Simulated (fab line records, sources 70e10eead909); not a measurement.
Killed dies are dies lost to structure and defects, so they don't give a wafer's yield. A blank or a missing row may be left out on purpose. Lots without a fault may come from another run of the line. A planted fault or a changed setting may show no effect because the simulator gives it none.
fab line records | flow nand_harc
record lots=12 wafers=36 last_day=33
route steps=1302 shown P_M0@279 P_M1@303 END@1302
lots that met no fault: from a run of the same line without faults
start_h: hours from the record's first day to the start of the lot's first wafer shown | wait_h: hours since the lot's step before | " the same as in the row above | L1.1+2: a row that stands for several wafers | - no value, or no start given | * or withheld: withheld | < > ~ a bound
route shown NAME@n: a module of which the file shows steps, and the number in the route of the first | usual: mean/standard deviation of fault-free wafers | same: alike in all rows | chamber/n: place in a boat | sites: the reading at each site | _std_site: their standard deviation | _edge_site: outer sites' mean less inner sites' | radius_mm: how far each site lies from the wafer's centre | mask NAME#n: copy n | behind: the tool/chamber that last shaped the wafer | hold: why the lot was held/for how many hours/how that ended | device: the transistor (n, p or np) that didn't switch | end of line: the same wafers' tests at the end of the route | a step without rows: its recipe alone | killed: dies lost to structure and defects at the first sort, not the wafer's yield | map: a wafer's dies, x killed, . not, _ none there
set.NAME: the setting as run; set.NAME@STEP: as run at that earlier step | model.NAME: the simulator's own value behind a step, which no gauge read
steps of the route over a sample of lots; a table a step, a row a wafer
services: from which hour (start_h, from the record's first day; less than 0 if before it) a tool's chamber was out of use, for how many hours, and why
## steps
# step NHARC_P_M0_THK_MEAS_24
# recipe thk_meas_gauge=xrf
# usual thk_nm=118.0/1.5
# columns lot.wafer tool chamber start_h wait_h thk_nm
L988.2 film_metro-02 - 123.37 - 117.5
L988.3 " - " " 116.4
L988.4 " - " " 118.8
L989.1 film_metro-02 - 133.53 - 117.4
L989.2 " - " " 118.2
L989.5 " - " " 120.1
L992.4 film_metro-01 - 166.58 - 120.2
L992.5 " - " " 119.2
L992.6 " - " " 117.1
L994.3 film_metro-02 - 183.41 - 118.5
L994.4 " - " " 117.4
L994.6 " - " " 120.3
L997.2 film_metro-01 - 210.63 - 119.3
L997.3 " - " " 115.5
L997.6 " - " " 118.2
L101.2 film_metro-02 - 249.13 - 116.9
L101.3 " - " " 116.8
L101.4 " - " " 117.2
L103.2 film_metro-01 - 271.11 - 120.0
L103.4 " - " " 118.3
L103.5 " - " " 119.2
L102.2 film_metro-01 - 272.06 - 118.9
L102.3 " - " " 117.7
L102.5 " - " " 115.2
L104.1 film_metro-01 - 290.05 - 118.5
L104.4 " - " " 118.7
L104.5 " - " " 118.3
L105.1 film_metro-01 - 297.40 - 118.2
L105.3 " - " " 118.6
L105.5 " - " " 116.8
L106.1 film_metro-01 - 299.36 - 116.1
L106.3 " - " " 116.4
L106.5 " - " " 116.9
L109.4 film_metro-01 - 328.81 - 115.7
L109.5 " - " " 118.7
L109.6 " - " " 114.8
# step NHARC_P_M0_DEP_32
# recipe target_thk_a=300 temp_c=370 target_thk_nm=30 pressure_torr=3 flow_sccm=200 rf_w=450 material=SiCN
# usual heater_power_w=570/81 susceptor_temp_C=369.98/0.2
# columns lot.wafer tool chamber start_h wait_h heater_power_w susceptor_temp_C
L988.3 pecvd-04 0 123.72 0.1 567 370.19
L988.2 " 1 " " 602 369.98
L988.4 " 2 " " 527 369.74
L989.1 pecvd-03 0 133.83 0.1 494 369.94
L989.2 " 1 " " 665 370.24
L989.5 " 2 " " 551 370.05
L992.4 pecvd-04 1 167.01 0.2 548 370.05
L992.5 " 2 " " 539 369.93
L992.6 " 0 " " 606 370.22
L994.3 pecvd-04 0 183.71 0.1 576 370.38
L994.4 " 1 " " 591 369.85
L994.6 " 2 " " 630 369.58
L997.2 pecvd-03 2 210.95 0.1 571 370.09
L997.3 " 1 " " 589 369.71
L997.6 " 1 " " 572 369.89
L101.2 pecvd-03 0 249.43 0.1 503 369.82
L101.3 " 2 " " 593 369.80
L101.4 " 2 " " 609 369.87
L103.2 pecvd-03 1 271.41 0.1 573 369.90
L103.5 " 2 " " 631 370.15
L103.4 " 0 " " 520 370.18
L102.3 pecvd-03 2 272.40 0.1 583 369.78
L102.2 " 0 " " 506 370.07
L102.5 " 1 " " 522 370.11
L104.1 pecvd-04 2 290.39 0.1 622 369.82
L104.4 " 2 " " 633 370.32
L104.5 " 0 " " 586 369.96
L105.3 pecvd-01 1 297.71 0.1 846 369.80
L105.1 " 2 " " 540 370.19
L105.5 " 0 " " 399 370.01
L106.3 pecvd-03 2 299.71 0.1 614 369.91
L106.1 " 0 " " 495 369.72
L106.5 " 2 " " 598 369.85
L109.5 pecvd-01 0 329.24 0.2 442 369.84
L109.6 " 1 " " 726 370.05
L109.4 " 2 " " 530 370.09
# step NHARC_P_M1_ETCH_28
# recipe target_depth_a=300 over_etch_frac=0.3 time_s=72.99 ion_energy_ev=150 cf4_flow_sccm=50 n2_flow_sccm=100 ar_flow_sccm=150 rf_w=300 bias_w=100 chemistry=CF4/N2
# usual drypump_motor_current_A=5.7/0.5 oes_product_au=0.998/0.01 rf_vpp_V=313.8/1.8 run_length_s=94.3/0.54 showerhead_plenum_p_Torr=2.61/0.098 throttle_valve_pct=19.794/0.0088
# columns lot.wafer tool chamber start_h wait_h drypump_motor_current_A oes_product_au rf_hours_counter_h rf_vpp_V run_length_s showerhead_plenum_p_Torr throttle_valve_pct
L988.2 rie_diel-04 1 125.74 - 5.7 0.973 7 315.2 93.6 2.71 19.809
L988.3 " 2 " " 5.5 0.994 7 313.4 94.3 2.61 19.793
L988.4 " 0 " " 4.9 1.006 6 315.1 94.9 2.71 19.802
L989.1 rie_diel-04 1 135.85 - 5.7 0.983 8 316.0 93.4 2.71 19.784
L989.2 " 0 " " 4.9 1.003 7 315.3 94.7 2.71 19.808
L989.5 " 1 " " 5.7 0.987 - 315.0 93.4 2.71 19.774
L992.4 rie_diel-07 1 168.96 - 5.4 1.002 3 313.2 94.9 2.53 19.805
L992.5 " 3 " " 6.5 0.994 - 317.2 95.0 2.80 19.794
L992.6 " 0 " " 6.0 0.995 - 312.4 93.8 2.54 19.790
L994.3 rie_diel-13 2 188.40 - 5.3 1.008 6 312.0 94.2 2.53 19.802
L994.4 " 3 " " 5.4 0.999 8 316.2 94.0 2.74 19.809
L994.6 " 2 " " 5.3 1.015 - 311.9 94.2 2.53 19.801
L997.3 rie_diel-04 3 213.01 - 6.5 0.999 2 313.5 93.6 2.53 19.791
L997.2 " 0 " " 4.9 1.001 2 315.7 94.8 2.71 19.801
L997.6 " 3 " " 6.5 0.994 - 311.8 93.6 2.53 19.795
L101.2 rie_diel-04 1 251.47 - 5.7 0.978 4 314.4 74.0 2.71 19.790
L101.3 " 3 " " 6.5 0.992 4 312.4 74.3 2.53 19.793
L101.4 " 0 " " 4.9 0.992 3 316.5 75.8 2.71 19.778
L103.2 rie_diel-04 1 273.85 - 5.7 0.992 4 314.9 74.1 2.71 19.798
L103.4 " 2 " " 5.5 0.985 5 313.3 74.9 2.60 19.786
L103.5 " 0 " " 4.9 0.995 - 317.1 75.8 2.71 19.796
L102.3 rie_diel-07 2 274.26 - 5.6 0.998 14 312.4 94.6 2.55 19.788
L102.2 " 0 " " 5.9 0.996 14 313.5 94.1 2.53 19.800
L102.5 " 3 " " 6.5 1.003 - 316.8 94.6 2.80 19.788
L104.4 rie_diel-04 1 292.45 - 5.7 0.991 5 315.7 74.1 2.71 19.803
L104.1 " 2 " " 5.5 0.979 7 314.8 75.1 2.60 19.803
L104.5 " 1 " " 5.7 0.996 - 316.3 74.1 2.71 19.800
L105.1 rie_diel-13 3 299.77 - 5.4 0.990 42 316.4 94.0 2.73 19.796
L105.3 " 1 " " 6.3 0.986 44 311.3 93.9 2.47 19.803
L105.5 " 3 " " 5.4 0.990 - 316.8 94.1 2.73 19.798
L106.3 rie_diel-13 3 301.60 - 5.4 1.008 42 315.9 94.1 2.73 19.800
L106.1 " 1 " " 6.3 1.009 45 311.1 94.2 2.47 19.802
L106.5 " 0 " " 6.3 1.006 - 315.2 95.1 2.62 19.795
L109.5 rie_diel-13 2 331.28 - 5.3 1.011 - 310.1 94.2 2.51 19.800
L109.6 " 0 " " 6.2 0.995 - 314.6 95.1 2.62 19.778
L109.4 " 1 " " 6.3 0.998 - 310.7 93.9 2.47 19.770
# step NHARC_P_M1_PVD_20
# recipe target_thk_a=50 bias_v=168.6 power_w=15000 chamber_pressure_pa=0.12 time_s=8.06 substrate_temp_c=50 material=TaN
# usual throttle_valve_pct=30.0/0.89
# columns lot.wafer tool chamber start_h wait_h throttle_valve_pct
L988.3 pvd_sputter-03 - - - 29.8
L988.2 " - " " 29.0
L988.4 " - " " 28.6
L989.1 pvd_sputter-03 - - - 29.2
L989.2 " - " " 28.8
L989.5 " - " " 29.1
L992.4 pvd_sputter-03 - - - 29.2
L992.6 " - " " 29.3
L992.5 " - " " 28.4
L994.3 pvd_sputter-03 - - - 29.0
L994.4 " - " " 30.1
L994.6 " - " " 30.2
L997.2 pvd_sputter-02 - - - 29.5
L997.3 " - " " 30.6
L997.6 " - " " 31.0
L101.3 pvd_sputter-01 - - - 30.1
L101.2 " - " " 31.2
L101.4 " - " " 29.8
L103.2 pvd_sputter-03 - - - 28.3
L103.4 " - " " 30.0
L103.5 " - " " 29.1
L102.2 pvd_sputter-02 - - - 29.4
L102.3 " - " " 30.8
L102.5 " - " " 31.0
L104.1 pvd_sputter-02 - - - 29.9
L104.4 " - " " 31.1
L104.5 " - " " 31.4
L105.3 pvd_sputter-03 - - - 28.9
L105.1 " - " " 28.7
L105.5 " - " " 30.2
L106.1 pvd_sputter-02 - - - 28.5
L106.3 " - " " 30.1
L106.5 " - " " 30.0
L109.4 pvd_sputter-03 - - - 29.9
L109.5 " - " " 28.3
L109.6 " - " " 30.2
# step NHARC_END_SORT_01
# recipe temp_c=25
# usual defect_limited_yield=91.4/2.7 killed_at_array=53/18 killed_at_other=1.0/1.2 killed_at_periphery=3.6/2.4 killed_dies=58/18 killed_open=3.4/1.8 killed_short=2.3/1.5 sort_bin_2_pct=3.1/1.2 sort_bin_3_pct=0.7/0.39 sort_bin_4_pct=4.8/1.6 sort_n_pass=619/18 sort_rim_yield_pct=88/4.1 sort_yield_pct=91.4/2.7
# same gross_dies=677 sort_bin_5_pct[%]=0 sort_bin_6_pct[%]=0 sort_bin_7_pct[%]=0 sort_bin_8_pct[%]=0 sort_rim_n_gross=106.00
# columns lot.wafer tool chamber start_h wait_h defect_limited_yield[%] killed_at_array killed_at_other killed_at_periphery killed_dies killed_open killed_short sort_bin_2_pct[%] sort_bin_3_pct[%] sort_bin_4_pct[%] sort_n_pass sort_rim_yield_pct[%] sort_yield_pct[%]
L101.2 prober-02 0 684.56 2.8 88.6 64 4 9 77 3 3 4.3 1.0 6.1 600 79 88.6
L101.3 prober-02 0 685.36 3.1 88.8 66 3 7 76 1 4 3.4 0.6 7.2 601 82 88.8
L101.4 prober-02 0 686.15 3.4 91.0 58 1 2 61 5 2 4.0 0.7 4.3 616 93 91.0
L103.2 prober-02 0 717.73 2.8 87.3 73 0 13 86 2 2 3.5 0.9 8.3 591 89 87.3
L103.4 prober-02 0 719.33 3.4 90.8 52 0 10 62 3 4 3.2 1.0 4.9 615 90 90.8
L103.5 prober-02 0 720.13 3.7 87.1 75 1 11 87 3 8 4.9 0.6 7.4 590 89 87.1
L104.1 prober-01 0 732.92 2.5 93.5 41 2 1 44 3 0 1.9 0.3 4.3 633 88 93.5
L104.4 prober-01 0 735.38 3.5 92.6 36 2 12 50 4 2 3.7 0.6 3.1 627 87 92.6
L104.5 prober-01 0 736.20 3.8 92.9 40 1 7 48 5 4 2.7 0.4 4.0 629 84 92.9
# killed by level:class
L101.2 A_CHANNEL_HOLE_D1:chamber_film_flake=32 A_CHANNEL_HOLE_D2:chamber_film_flake=10 A_SLIT:chamber_film_flake=8 P_M1:area_etch=8 THIN_TSV:chamber_film_flake=4 A_STAIRCASE:chamber_film_flake=3 A_CONTACT:chamber_film_flake=3 A_ONON_D1:geometric_particle:short=1
L101.3 A_CHANNEL_HOLE_D1:chamber_film_flake=30 A_CHANNEL_HOLE_D2:chamber_film_flake=12 A_WL_FILL:chamber_film_flake=7 A_CONTACT:chamber_film_flake=6 P_M1:area_etch=4 A_SLIT:chamber_film_flake=3 THIN_TSV:chamber_film_flake=3 A_STAIRCASE:chamber_film_flake=2
L101.4 A_CHANNEL_HOLE_D1:chamber_film_flake=34 A_CONTACT:chamber_film_flake=6 A_CHANNEL_HOLE_D2:chamber_film_flake=5 A_SLIT:chamber_film_flake=3 A_CHANNEL_FILL_D2:chamber_film_flake=2 P_M1:area_etch=2 A_ONON_D1:geometric_particle:open=1 A_CHANNEL_FILL_D1:geometric_particle:short=1
L103.2 A_CHANNEL_HOLE_D1:chamber_film_flake=35 A_CHANNEL_HOLE_D2:chamber_film_flake=14 P_CONTACT:chamber_film_flake=12 A_SLIT:chamber_film_flake=8 A_BONDPAD:chamber_film_flake=6 A_DECK1_JOINT:chamber_film_flake=3 A_CHANNEL_FILL_D1:geometric_particle:short=1 A_SLIT:geometric_particle:short=1
L103.4 A_CHANNEL_HOLE_D1:chamber_film_flake=20 A_CHANNEL_HOLE_D2:chamber_film_flake=14 P_CONTACT:chamber_film_flake=5 A_SLIT:chamber_film_flake=4 P_GATE:chamber_film_flake=3 A_CONTACT:chamber_film_flake=3 A_M0:chamber_film_flake=3 A_BONDPAD:chamber_film_flake=2
L103.5 A_CHANNEL_HOLE_D1:chamber_film_flake=31 A_CHANNEL_HOLE_D2:chamber_film_flake=21 A_SLIT:chamber_film_flake=8 A_WL_FILL:geometric_particle:short=4 A_BONDPAD:chamber_film_flake=4 P_GATE:chamber_film_flake=3 P_CONTACT:chamber_film_flake=3 A_STAIRCASE:chamber_film_flake=3
L104.1 A_SLIT:chamber_film_flake=24 A_CHANNEL_HOLE_D1:chamber_film_flake=5 A_CHANNEL_FILL_D2:chamber_film_flake=4 A_STAIRCASE:chamber_film_flake=3 THIN_TSV:chamber_film_flake=2 A_CHANNEL_FILL_D1:geometric_particle:open=1 A_ONON_D2:geometric_particle:open=1 A_CHANNEL_FILL_D2:geometric_particle:open=1
L104.4 A_SLIT:chamber_film_flake=15 P_M1:area_etch=8 A_CHANNEL_HOLE_D1:chamber_film_flake=5 A_CONTACT:chamber_film_flake=5 A_STAIRCASE:chamber_film_flake=4 A_DECK1_JOINT:chamber_film_flake=3 P_M0:geometric_particle:open=2 THIN_TSV:chamber_film_flake=2
L104.5 A_SLIT:chamber_film_flake=19 A_CHANNEL_HOLE_D1:chamber_film_flake=6 P_M1:area_etch=4 A_CHANNEL_FILL_D2:geometric_particle:short=2 A_CHANNEL_FILL_D1:chamber_film_flake=2 A_CHANNEL_FILL_D2:chamber_film_flake=2 A_CONTACT:chamber_film_flake=2 P_M0:geometric_particle:open=1
## services
# columns tool chamber start_h hours kind
rie_diel-07 0 101.86 3.0 repair
pvd_sputter-02 - 104.05 10.0 pm
pecvd-04 - 105.42 1.0 repair
pecvd-04 - 133.32 1.2 repair
pvd_sputter-02 - 153.66 2.3 repair
rie_diel-13 3 154.79 10.9 repair
rie_diel-13 2 160.84 3.0 repair
rie_diel-13 - 165.03 9.0 pm
pvd_sputter-03 - 170.00 10.0 pm
rie_diel-04 - 177.91 9.0 pm
pecvd-03 - 186.44 13.0 pm
rie_diel-13 2 196.67 6.1 repair
rie_diel-13 1 216.15 3.1 repair
pvd_sputter-02 - 239.93 2.7 repair
pvd_sputter-02 - 250.48 2.4 repair
rie_diel-13 2 257.45 5.0 repair
rie_diel-04 1 259.50 9.0 repair
pecvd-04 - 269.00 13.0 pm
rie_diel-13 3 274.77 7.7 repair
pvd_sputter-02 - 282.05 10.0 pm
pecvd-03 2 283.93 3.2 repair
rie_diel-04 1 289.33 2.8 repair
rie_diel-13 3 327.11 7.0 repair
pecvd-03 0 328.59 10.6 repair
## key
first_sign step=NHARC_P_M1_ETCH_28 reading=run_length_s direction=down sigmas=36 usual=* struck=*
effect step=NHARC_END_SORT_01 reading=killed_at_periphery direction=up sigmas=1.8 usual=3.6 struck=8 wafers_moved=4
met_at NHARC_P_M1_ETCH_28
struck_lots L101,L103,L104
not_acting_at NHARC_P_M0_THK_MEAS_24,NHARC_P_M0_DEP_32,NHARC_P_M1_PVD_20
onset_between 213.01 251.47
fault kind=process_parameter_drift tool=rie_diel-04 chamber=- onset_h=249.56 steps=NHARC_P_M1_ETCH_28 channel=time_s offset=* shape=step end_h=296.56 acts_in=* stated=*
